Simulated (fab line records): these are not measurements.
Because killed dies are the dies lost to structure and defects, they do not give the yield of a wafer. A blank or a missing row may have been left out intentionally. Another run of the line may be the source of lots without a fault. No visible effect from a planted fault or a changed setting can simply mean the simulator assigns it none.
fab line records	flow nandHarc
[record] lots = 24	wafers = 72	lastDay = 33
route steps=1302 shown P_M2@343 P_BONDPAD@374
lots that met no fault: from a run of the same line without faults
startH: start of the lot's first displayed wafer, in hours after the record's first day	waitH: hours from the lot's prior step to this one	" same as the row above	L1.1+2: a single row standing in for several wafers	- value missing, or start not given	* or withheld: withheld	< > ~ a bound
route shown NAME@n: names a module that has steps shown in the file, with the first one's number in the route	usual: mean/standard deviation taken from wafers without a fault	same: alike in all rows	chamber/n: place in a boat	sites: the reading at each site	_std_site: how widely they spread, as a standard deviation	_edge_site: outer sites' mean less inner sites'	radiusMm: how far each site lies from the wafer's centre	mask NAME#n: copy n	behind: the most recent tool/chamber to have shaped the wafer	hold: why the lot went on hold/how many hours it stayed there/how the hold came to an end	device: transistor that didn't switch, given as n, p or np	end of line: the same wafers' tests at the end of the route	for a step that has no rows: nothing shown but its recipe	killed: at the first sort, the dies lost to defects and structure; wafer yield is something else	map: dies across one wafer; x = killed, . = not, _ = none there
set.NAME: the setting as run; set.NAME@STEP: as run at that earlier step	model.NAME: the simulator's own value behind a step, which no gauge read
steps of the route over a sample of lots; a table a step, a row a wafer
services: a tool's chamber out of use, with start hour (startH, from the record's first day; less than 0 if before it), hours out, and reason
[[steps]]
[step NHARC_P_M2_ANNEAL_31]
[recipe] tempC = 225	timeS = 90
[usual] wafer_temp_C_max = 225.53/0.17
lot.wafer	tool	chamber	startH	waitH	wafer_temp_C_max
L074.2	rtpAnneal-02	0	137.18	-	225.71
L074.3	"	0	"	"	225.52
L074.6	"	0	"	"	225.45
L075.2	rtpAnneal-01	0	144.62	-	225.64
L075.3	"	0	"	"	225.67
L075.5	"	0	"	"	225.68
L076.2	rtpAnneal-02	0	148.51	0.4	225.57
L076.4	"	0	"	"	225.36
L076.6	"	0	"	"	225.58
L077.2	rtpAnneal-01	0	166.55	-	225.57
L077.4	"	0	"	"	225.69
L077.5	"	0	"	"	225.39
L078.2	rtpAnneal-02	0	181.00	-	225.44
L078.5	"	0	"	"	225.67
L078.6	"	0	"	"	225.79
L079.3	rtpAnneal-01	0	181.67	0.3	225.30
L079.5	"	0	"	"	225.71
L079.6	"	0	"	"	225.53
L080.1	rtpAnneal-02	0	192.69	0.3	225.38
L080.2	"	0	"	"	225.54
L080.4	"	0	"	"	225.38
L081.2	rtpAnneal-01	0	202.66	0.3	225.49
L081.3	"	0	"	"	225.59
L081.5	"	0	"	"	225.39
L082.2	rtpAnneal-01	0	208.29	-	225.60
L082.4	"	0	"	"	225.65
L082.6	"	0	"	"	225.50
L083.1	rtpAnneal-02	0	227.08	0.3	225.49
L083.2	"	0	"	"	225.60
L083.6	"	0	"	"	225.41
L084.4	rtpAnneal-02	0	232.23	0.3	225.97
L084.5	"	0	"	"	225.87
L084.6	"	0	"	"	225.47
L085.2	rtpAnneal-01	0	242.49	-	225.53
L085.5	"	0	"	"	225.30
L085.6	"	0	"	"	225.34
L086.2	rtpAnneal-01	0	246.15	-	225.60
L086.5	"	0	"	"	225.27
L086.6	"	0	"	"	225.65
L087.2	rtpAnneal-02	0	260.77	0.3	225.45
L087.5	"	0	"	"	225.35
L087.6	"	0	"	"	225.51
L088.1	rtpAnneal-01	0	277.37	0.3	225.89
L088.4	"	0	"	"	225.58
L088.6	"	0	"	"	225.48
L089.1	rtpAnneal-02	0	278.63	-	224.98
L089.2	"	0	"	"	225.23
L089.5	"	0	"	"	225.50
L090.3	rtpAnneal-02	0	294.81	0.3	225.42
L090.4	"	0	"	"	225.17
L090.6	"	0	"	"	225.41
L091.1	rtpAnneal-02	0	300.99	-	225.69
L091.3	"	0	"	"	225.65
L091.6	"	0	"	"	225.47
L092.1	rtpAnneal-02	0	318.09	0.3	225.50
L092.4	"	0	"	"	225.48
L092.6	"	0	"	"	225.55
L093.1	rtpAnneal-01	0	324.48	0.3	225.58
L093.2	"	0	"	"	225.73
L093.6	"	0	"	"	225.25
L094.1	rtpAnneal-02	0	331.87	0.3	225.96
L094.2	"	0	"	"	225.80
L094.6	"	0	"	"	225.71
L095.2	rtpAnneal-01	0	345.91	0.4	225.56
L095.4	"	0	"	"	225.51
L095.5	"	0	"	"	225.55
L096.2	rtpAnneal-02	0	354.99	-	225.67
L096.3	"	0	"	"	225.47
L096.4	"	0	"	"	225.57
L097.1	rtpAnneal-01	0	365.18	-	225.54
L097.3	"	0	"	"	225.53
L097.6	"	0	"	"	225.60
[step NHARC_P_BONDPAD_DEGAS_25]
[recipe] tempC = 300	timeS = 60
[usual] heaterPowerW = 453/43
lot.wafer	tool	chamber	startH	waitH	heaterPowerW
L074.2	pvdSputter-02	-	140.95	-	426
L074.3	"	-	"	"	450
L074.6	"	-	"	"	467
L075.3	pvdSputter-02	-	148.36	-	427
L075.2	"	-	"	"	472
L075.5	"	-	"	"	420
L076.4	pvdSputter-01	-	152.23	-	475
L076.2	"	-	"	"	389
L076.6	"	-	"	"	471
L077.4	pvdSputter-01	-	170.28	-	484
L077.2	"	-	"	"	499
L077.5	"	-	"	"	471
L078.2	pvdSputter-03	-	184.69	-	521
L078.5	"	-	"	"	542
L078.6	"	-	"	"	428
L079.3	pvdSputter-03	-	185.23	-	440
L079.5	"	-	"	"	427
L079.6	"	-	"	"	536
L080.2	pvdSputter-01	-	196.44	-	395
L080.4	"	-	"	"	475
L080.1	"	-	"	"	490
L081.2	pvdSputter-02	-	206.36	-	449
L081.3	"	-	"	"	470
L081.5	"	-	"	"	451
L082.2	pvdSputter-02	-	211.90	-	429
L082.4	"	-	"	"	439
L082.6	"	-	"	"	449
L083.1	pvdSputter-03	-	231.02	-	541
L083.2	"	-	"	"	496
L083.6	"	-	"	"	551
L084.4	pvdSputter-02	-	235.83	-	426
L084.5	"	-	"	"	457
L084.6	"	-	"	"	419
L085.2	pvdSputter-03	-	246.20	-	426
L085.5	"	-	"	"	505
L085.6	"	-	"	"	416
L086.2	pvdSputter-02	-	249.85	-	418
L086.6	"	-	"	"	429
L086.5	"	-	"	"	366
L087.2	pvdSputter-01	-	264.34	-	403
L087.6	"	-	"	"	415
L087.5	"	-	"	"	455
L088.1	pvdSputter-01	-	281.31	-	475
L088.4	"	-	"	"	404
L088.6	"	-	"	"	476
L089.2	pvdSputter-03	-	282.52	-	491
L089.1	"	-	"	"	539
L089.5	"	-	"	"	444
L090.4	pvdSputter-01	-	298.46	-	418
L090.3	"	-	"	"	463
L090.6	"	-	"	"	402
L091.3	pvdSputter-01	-	304.61	-	459
L091.1	"	-	"	"	513
L091.6	"	-	"	"	464
L092.1	pvdSputter-03	-	322.89	-	421
L092.4	"	-	"	"	535
L092.6	"	-	"	"	492
L093.2	pvdSputter-01	-	328.50	-	411
L093.1	"	-	"	"	455
L093.6	"	-	"	"	409
L094.2	pvdSputter-01	-	335.71	-	467
L094.1	"	-	"	"	493
L094.6	"	-	"	"	480
L095.4	pvdSputter-02	-	349.63	-	411
L095.2	"	-	"	"	428
L095.5	"	-	"	"	435
L096.3	pvdSputter-01	-	358.57	-	504
L096.2	"	-	"	"	414
L096.4	"	-	"	"	470
L097.1	pvdSputter-01	-	368.81	-	409
L097.3	"	-	"	"	486
L097.6	"	-	"	"	495
[step NHARC_P_BONDPAD_PRE_CLEAN_26]
[recipe] timeS = 30	tempC = 280	gas = H2/He
[usual] heaterPowerW = 397/39
lot.wafer	tool	chamber	startH	waitH	heaterPowerW
L074.2	pvdSputter-02	-	-	-	387
L074.3	"	-	"	"	324
L074.6	"	-	"	"	393
L075.3	pvdSputter-02	-	-	-	318
L075.2	"	-	"	"	413
L075.5	"	-	"	"	314
L076.2	pvdSputter-01	-	-	-	352
L076.4	"	-	"	"	421
L076.6	"	-	"	"	422
L077.4	pvdSputter-01	-	-	-	433
L077.2	"	-	"	"	355
L077.5	"	-	"	"	435
L078.2	pvdSputter-03	-	-	-	428
L078.6	"	-	"	"	380
L078.5	"	-	"	"	475
L079.3	pvdSputter-03	-	-	-	375
L079.6	"	-	"	"	426
L079.5	"	-	"	"	387
L080.4	pvdSputter-01	-	-	-	404
L080.1	"	-	"	"	432
L080.2	"	-	"	"	345
L081.2	pvdSputter-02	-	-	-	362
L081.3	"	-	"	"	393
L081.5	"	-	"	"	329
L082.4	pvdSputter-02	-	-	-	403
L082.2	"	-	"	"	381
L082.6	"	-	"	"	407
L083.1	pvdSputter-03	-	-	-	479
L083.2	"	-	"	"	428
L083.6	"	-	"	"	478
L084.4	pvdSputter-02	-	-	-	385
L084.6	"	-	"	"	363
L084.5	"	-	"	"	314
L085.2	pvdSputter-03	-	-	-	374
L085.6	"	-	"	"	428
L085.5	"	-	"	"	376
L086.2	pvdSputter-02	-	-	-	332
L086.5	"	-	"	"	317
L086.6	"	-	"	"	383
L087.2	pvdSputter-01	-	-	-	455
L087.5	"	-	"	"	356
L087.6	"	-	"	"	401
L088.1	pvdSputter-01	-	-	-	433
L088.4	"	-	"	"	414
L088.6	"	-	"	"	354
L089.2	pvdSputter-03	-	-	-	479
L089.1	"	-	"	"	390
L089.5	"	-	"	"	387
L090.4	pvdSputter-01	-	-	-	363
L090.3	"	-	"	"	409
L090.6	"	-	"	"	403
L091.1	pvdSputter-01	-	-	-	400
L091.3	"	-	"	"	414
L091.6	"	-	"	"	360
L092.4	pvdSputter-03	-	-	-	376
L092.1	"	-	"	"	427
L092.6	"	-	"	"	466
L093.1	pvdSputter-01	-	-	-	423
L093.2	"	-	"	"	450
L093.6	"	-	"	"	407
L094.2	pvdSputter-01	-	-	-	401
L094.1	"	-	"	"	413
L094.6	"	-	"	"	448
L095.2	pvdSputter-02	-	-	-	364
L095.4	"	-	"	"	380
L095.5	"	-	"	"	379
L096.2	pvdSputter-01	-	-	-	357
L096.4	"	-	"	"	403
L096.3	"	-	"	"	441
L097.3	pvdSputter-01	-	-	-	356
L097.1	"	-	"	"	411
L097.6	"	-	"	"	403
[step NHARC_P_BONDPAD_PVD_17]
[recipe] targetThkA = 50	biasV = 168.6	powerW = 15000	chamberPressurePa = 0.12	timeS = 8.06	substrateTempC = 50	material = TaN
[usual] throttleValvePct = 30.1/1.2
lot.wafer	tool	chamber	startH	waitH	throttleValvePct
L074.3	pvdSputter-02	-	-	-	28.4
L074.2	"	-	"	"	29.1
L074.6	"	-	"	"	28.6
L075.2	pvdSputter-02	-	-	-	28.6
L075.3	"	-	"	"	29.2
L075.5	"	-	"	"	28.7
L076.2	pvdSputter-01	-	-	-	30.8
L076.4	"	-	"	"	30.3
L076.6	"	-	"	"	30.3
L077.2	pvdSputter-01	-	-	-	31.1
L077.4	"	-	"	"	30.4
L077.5	"	-	"	"	31.4
L078.2	pvdSputter-03	-	-	-	29.5
L078.6	"	-	"	"	30.9
L078.5	"	-	"	"	31.1
L079.3	pvdSputter-03	-	-	-	31.3
L079.5	"	-	"	"	28.0
L079.6	"	-	"	"	29.7
L080.4	pvdSputter-01	-	-	-	30.4
L080.1	"	-	"	"	30.4
L080.2	"	-	"	"	31.3
L081.3	pvdSputter-02	-	-	-	28.4
L081.2	"	-	"	"	29.3
L081.5	"	-	"	"	32.5
L082.4	pvdSputter-02	-	-	-	32.5
L082.2	"	-	"	"	29.3
L082.6	"	-	"	"	32.2
L083.2	pvdSputter-03	-	-	-	31.2
L083.1	"	-	"	"	31.2
L083.6	"	-	"	"	31.1
L084.4	pvdSputter-02	-	-	-	29.2
L084.6	"	-	"	"	32.0
L084.5	"	-	"	"	29.2
L085.2	pvdSputter-03	-	-	-	30.7
L085.5	"	-	"	"	29.7
L085.6	"	-	"	"	31.0
L086.2	pvdSputter-02	-	-	-	29.0
L086.5	"	-	"	"	28.5
L086.6	"	-	"	"	29.1
L087.2	pvdSputter-01	-	-	-	31.7
L087.6	"	-	"	"	31.7
L087.5	"	-	"	"	30.8
L088.1	pvdSputter-01	-	-	-	29.5
L088.4	"	-	"	"	31.4
L088.6	"	-	"	"	30.8
L089.1	pvdSputter-03	-	-	-	27.7
L089.2	"	-	"	"	31.2
L089.5	"	-	"	"	27.7
L090.4	pvdSputter-01	-	-	-	29.8
L090.3	"	-	"	"	31.4
L090.6	"	-	"	"	30.0
L091.3	pvdSputter-01	-	-	-	30.7
L091.1	"	-	"	"	29.6
L091.6	"	-	"	"	30.6
L092.4	pvdSputter-03	-	-	-	29.9
L092.1	"	-	"	"	31.1
L092.6	"	-	"	"	29.9
L093.1	pvdSputter-01	-	-	-	29.3
L093.2	"	-	"	"	31.5
L093.6	"	-	"	"	29.8
L094.2	pvdSputter-01	-	-	-	31.6
L094.1	"	-	"	"	30.9
L094.6	"	-	"	"	30.9
L095.4	pvdSputter-02	-	-	-	28.5
L095.2	"	-	"	"	29.3
L095.5	"	-	"	"	29.1
L096.3	pvdSputter-01	-	-	-	29.4
L096.4	"	-	"	"	31.4
L096.2	"	-	"	"	29.8
L097.1	pvdSputter-01	-	-	-	29.4
L097.3	"	-	"	"	29.8
L097.6	"	-	"	"	31.3
[step NHARC_P_BONDPAD_CMP_19]
[recipe] tOverpolishS = 30	cuRecessTouchS = 16	targetThkNm = 160.81
[usual] motorCurrentA = 11.8/1.2	overpolishRunS = 30.000/0.0088	slurryFlowMlMin = 150.1/0.47
lot.wafer	tool	chamber	startH	waitH	motorCurrentA	overpolishRunS	slurryFlowMlMin
L074.2	cmp-01	2	142.05	-	12.8	30.012	150.6
L074.3	"	3	"	"	12.2	30.004	150.4
L074.6	"	1	"	"	10.4	29.996	149.5
L075.2	cmp-03	3	149.53	-	12.3	30.002	149.1
L075.3	"	0	"	"	12.0	29.992	150.6
L075.5	"	2	"	"	11.7	30.015	150.0
L076.4	cmp-04	3	153.32	-	12.3	30.004	150.7
L076.2	"	2	"	"	10.6	30.002	150.5
L076.6	"	3	"	"	11.5	30.009	150.5
L077.4	cmp-01	2	171.44	-	12.5	30.001	149.9
L077.2	"	3	"	"	10.4	29.996	150.7
L077.5	"	0	"	"	14.3	29.989	149.9
L078.2	cmp-04	2	185.83	-	10.3	29.992	149.6
L078.6	"	1	"	"	11.3	29.997	150.3
L078.5	"	2	"	"	10.6	30.012	149.5
L079.3	cmp-03	1	186.62	-	14.2	29.981	149.6
L079.5	"	1	"	"	13.5	29.998	149.7
L079.6	"	2	"	"	11.6	30.015	150.7
L080.4	cmp-03	3	197.55	-	11.6	29.988	150.0
L080.2	"	0	"	"	12.2	29.989	149.8
L080.1	"	2	"	"	10.8	30.006	149.6
L081.3	cmp-04	0	207.45	-	10.1	30.016	149.6
L081.2	"	3	"	"	12.0	29.984	150.5
L081.5	"	0	"	"	9.6	29.992	149.8
L082.4	cmp-03	0	212.98	-	11.6	30.006	149.8
L082.2	"	2	"	"	11.2	29.998	150.4
L082.6	"	1	"	"	13.2	29.999	149.9
L083.2	cmp-01	2	232.10	-	13.0	30.001	149.3
L083.1	"	1	"	"	10.1	29.987	150.4
L083.6	"	2	"	"	12.7	30.009	150.1
L084.4	cmp-03	1	236.94	-	13.7	29.993	150.3
L084.5	"	0	"	"	12.0	30.003	150.2
L084.6	"	1	"	"	13.5	29.994	149.3
L085.2	cmp-03	1	247.36	-	14.5	30.004	149.5
L085.5	"	3	"	"	12.4	29.996	150.3
L085.6	"	0	"	"	12.5	30.009	150.1
L086.2	cmp-01	0	251.00	-	13.8	29.997	150.5
L086.6	"	2	"	"	12.3	30.000	148.9
L086.5	"	3	"	"	11.9	30.015	150.2
L087.2	cmp-04	3	265.49	-	11.5	30.002	149.3
L087.5	"	2	"	"	10.0	29.989	149.4
L087.6	"	3	"	"	12.3	29.985	150.0
L088.1	cmp-03	1	282.45	-	13.7	30.010	150.3
L088.4	"	2	"	"	11.4	29.988	149.6
L088.6	"	0	"	"	12.2	29.993	150.3
L089.1	cmp-04	2	283.60	-	11.1	29.995	150.5
L089.2	"	3	"	"	12.2	30.003	149.8
L089.5	"	3	"	"	11.8	29.990	150.6
L090.3	cmp-01	1	299.60	-	10.1	30.008	149.6
L090.4	"	2	"	"	13.0	29.991	150.3
L090.6	"	3	"	"	11.7	29.989	150.1
L091.1	cmp-03	2	305.75	-	11.9	29.988	149.1
L091.3	"	3	"	"	12.5	29.989	149.8
L091.6	"	1	"	"	14.3	30.008	150.9
L092.4	cmp-03	3	324.06	-	11.8	29.996	150.3
L092.1	"	0	"	"	12.1	30.001	150.7
L092.6	"	1	"	"	13.9	30.006	150.5
L093.1	cmp-04	2	329.58	-	10.4	30.007	149.7
L093.2	"	1	"	"	10.7	29.981	150.4
L093.6	"	2	"	"	10.8	29.996	149.5
L094.2	cmp-01	3	336.85	-	11.4	29.995	151.3
L094.1	"	0	"	"	13.7	29.998	150.1
L094.6	"	1	"	"	10.3	29.998	150.1
L095.4	cmp-04	3	350.73	-	11.8	30.007	150.4
L095.2	"	0	"	"	10.2	30.009	149.2
L095.5	"	2	"	"	10.5	30.001	150.7
L096.4	cmp-04	3	359.65	-	11.8	30.019	150.0
L096.3	"	0	"	"	10.7	30.007	149.8
L096.2	"	1	"	"	11.0	30.005	150.2
L097.3	cmp-01	1	369.89	-	10.7	30.013	150.7
L097.1	"	3	"	"	11.0	29.989	149.8
L097.6	"	2	"	"	12.5	29.995	149.8
[step NHARC_P_BONDPAD_THK_MEAS_20]
[recipe] thkMeasGauge = xrf
[usual] thkNm = 160.8/1.6
lot.wafer	tool	chamber	startH	waitH	thkNm
L074.2	filmMetro-02	-	142.34	-	160.9
L074.3	"	-	"	"	161.6
L074.6	"	-	"	"	162.3
L075.2	filmMetro-01	-	149.80	-	160.6
L075.3	"	-	"	"	161.1
L075.5	"	-	"	"	161.0
L076.2	filmMetro-01	-	153.64	-	160.0
L076.4	"	-	"	"	158.9
L076.6	"	-	"	"	160.9
L077.2	filmMetro-02	-	171.71	-	163.9
L077.4	"	-	"	"	161.4
L077.5	"	-	"	"	163.4
L078.2	filmMetro-02	-	186.13	-	162.1
L078.5	"	-	"	"	159.7
L078.6	"	-	"	"	162.9
L079.3	filmMetro-02	-	186.94	-	161.5
L079.5	"	-	"	"	162.6
L079.6	"	-	"	"	161.6
L080.1	filmMetro-02	-	197.88	-	163.2
L080.2	"	-	"	"	161.9
L080.4	"	-	"	"	163.0
L081.2	filmMetro-02	-	207.78	-	160.3
L081.3	"	-	"	"	159.8
L081.5	"	-	"	"	158.7
L082.2	filmMetro-02	-	213.30	-	162.3
L082.4	"	-	"	"	162.0
L082.6	"	-	"	"	163.1
L083.1	filmMetro-01	-	232.42	-	159.8
L083.2	"	-	"	"	161.8
L083.6	"	-	"	"	163.4
L084.4	filmMetro-02	-	237.24	-	160.0
L084.5	"	-	"	"	160.0
L084.6	"	-	"	"	160.8
L085.2	filmMetro-02	-	247.62	-	161.0
L085.5	"	-	"	"	158.2
L085.6	"	-	"	"	160.8
L086.2	filmMetro-01	-	251.26	-	162.0
L086.5	"	-	"	"	160.3
L086.6	"	-	"	"	163.0
L087.2	filmMetro-02	-	265.79	-	157.2
L087.5	"	-	"	"	160.4
L087.6	"	-	"	"	159.1
L088.1	filmMetro-01	-	282.71	-	159.5
L088.4	"	-	"	"	160.3
L088.6	"	-	"	"	160.5
L089.1	filmMetro-01	-	283.92	-	156.9
L089.2	"	-	"	"	159.4
L089.5	"	-	"	"	159.7
L090.3	filmMetro-02	-	299.87	-	160.5
L090.4	"	-	"	"	159.7
L090.6	"	-	"	"	162.5
L091.1	filmMetro-02	-	306.02	-	157.9
L091.3	"	-	"	"	160.0
L091.6	"	-	"	"	158.8
L092.1	filmMetro-02	-	324.32	-	159.6
L092.4	"	-	"	"	161.1
L092.6	"	-	"	"	159.5
L093.1	filmMetro-01	-	329.90	-	161.3
L093.2	"	-	"	"	165.5
L093.6	"	-	"	"	161.9
L094.1	filmMetro-02	-	337.12	-	161.5
L094.2	"	-	"	"	162.2
L094.6	"	-	"	"	160.0
L095.2	filmMetro-02	-	351.02	-	160.2
L095.4	"	-	"	"	159.9
L095.5	"	-	"	"	160.7
L096.2	filmMetro-01	-	359.97	-	159.8
L096.3	"	-	"	"	161.6
L096.4	"	-	"	"	162.0
L097.1	filmMetro-02	-	370.21	-	161.3
L097.3	"	-	"	"	159.6
L097.6	"	-	"	"	159.0
[[services]]
tool	chamber	startH	hours	kind
cmp-01	-	154.51	0.8	repair
cmp-03	-	162.13	4.0	pm
pvdSputter-03	-	170.00	10.0	pm
cmp-03	-	171.06	1.3	repair
cmp-01	-	172.66	0.5	repair
cmp-01	-	185.50	4.0	pm
pvdSputter-03	-	193.04	1.6	repair
cmp-04	-	209.01	4.0	pm
cmp-03	-	214.21	4.0	repair
cmp-03	-	225.44	0.6	repair
pvdSputter-01	-	226.00	10.0	pm
cmp-04	-	231.42	3.1	repair
pvdSputter-02	-	239.32	1.3	repair
cmp-03	-	260.13	4.0	pm
pvdSputter-01	-	267.30	2.8	repair
cmp-03	-	279.43	0.4	repair
cmp-03	-	280.30	0.9	repair
pvdSputter-02	-	282.09	10.0	pm
cmp-01	-	283.50	4.0	pm
pvdSputter-03	-	286.01	6.8	repair
cmp-04	-	307.01	4.0	pm
pvdSputter-03	-	333.78	6.7	repair
pvdSputter-03	-	348.00	10.0	pm
cmp-03	-	358.13	4.0	pm
[[key]]
fault none
